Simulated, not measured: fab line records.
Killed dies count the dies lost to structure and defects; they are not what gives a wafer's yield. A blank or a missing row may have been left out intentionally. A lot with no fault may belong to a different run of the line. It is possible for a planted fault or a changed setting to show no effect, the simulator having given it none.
One fault seen from 3 desks ; flow n5_finfet ; each desk has only its own numbers; what lay behind them comes last

== METROLOGY DESK ==
Means of the sampled wafers that have a number, per lot and without regard to the tool the lot ran on: this is what the gauges read. Any lot whose mean is over 4 standard deviations away from the usual mean is out of limits and marked OUT; that distance is given in the brackets.
Columns: A = cd_nm at N5_BEOL_M6_CD_MEAS_28, usual 39.97 nm; B = V5_OVL at N5_BEOL_M6_OVL_MEAS_29, usual 0.2 nm
lot;first seen here;A;B
L518;day 9 17:04;39.96;0.8
L520;day 10 00:17;39.66;-0.0
L524;day 11 23:29;39.95;1.0
L526;day 12 08:57;40.16;0.0
L530;day 13 08:01;40.13;0.1
L536;day 15 12:23;39.90;0.3
L535;day 16 02:44;39.66;0.3
This desk's verdict: no lot among the 7 shows anything out of limits.

== THE TOOL OWNER'S DESK: rie_diel-03 ==
The tool's own readings at N5_BEOL_M6_ETCH_66 (etches SOC in N2/H2, target depth 80 nm, overetch 16 nm, time 120 s): means of the sampled wafers that have a number, for each lot that ran on this tool. Any lot whose mean is over 4 standard deviations away from the usual mean is out of limits and marked OUT; that distance is given in the brackets.
Columns: A = bias_w at N5_BEOL_M6_ETCH_66, usual 150.0 W; B = drypump_motor_current_A at N5_BEOL_M6_ETCH_66, usual 5.6 A; C = oes_product_au at N5_BEOL_M6_ETCH_66, usual 0.60 a.u.; D = rf_fwd_power_W at N5_BEOL_M6_ETCH_66, usual 836.2 W; E = rf_vpp_V at N5_BEOL_M6_ETCH_66, usual 524.5 V; F = showerhead_plenum_p_Torr at N5_BEOL_M6_ETCH_66, usual 2.56 Torr; G = throttle_valve_pct at N5_BEOL_M6_ETCH_66, usual 17.82 %
lot;first seen here;A;B;C;D;E;F;G
L518;day 9 17:17;149.8;5.6;0.61;834.8;524.8;2.54;17.75
L524;day 11 23:41;150.3;5.4;0.60;836.6;524.0;2.55;17.74
L526;day 12 09:09;150.2;5.4;0.56;836.2;524.0;2.54;17.82
L530;day 13 08:34;150.0;6.0;0.56;834.6;524.5;2.51;17.71
L536;day 15 12:35;149.7;6.1;0.68;834.7;523.4;2.49;17.54
L535;day 16 03:04;149.8;5.4;0.57;836.5;523.9;2.53;17.81
This desk's verdict: no lot among the 6 shows anything out of limits.

== THE DEFECT DESK ==
Per lot, the means of the sampled wafers with a number show what the inspections along the route counted. Any lot whose mean is over 4 standard deviations away from the usual mean is out of limits and marked OUT; that distance is given in the brackets.
Columns: A = raw_defect_count at N5_BEOL_M6_INSPECT_30, usual 410
lot;first seen here;A
L518;day 9 17:10;458
L520;day 10 00:22;517
L524;day 11 23:34;527
L526;day 12 09:02;438
L530;day 13 08:06;441
L536;day 15 12:28;379
L535;day 16 02:49;414
This desk's verdict: no lot among the 7 shows anything out of limits.

== ALL TOGETHER ==
From the metrology desk's view, nothing was out of limits.
The desk of the tool owner found nothing out of limits.
Nothing the defect desk looked at was out of limits.

== WHAT THE SIMULATOR HAD PUT IN ==
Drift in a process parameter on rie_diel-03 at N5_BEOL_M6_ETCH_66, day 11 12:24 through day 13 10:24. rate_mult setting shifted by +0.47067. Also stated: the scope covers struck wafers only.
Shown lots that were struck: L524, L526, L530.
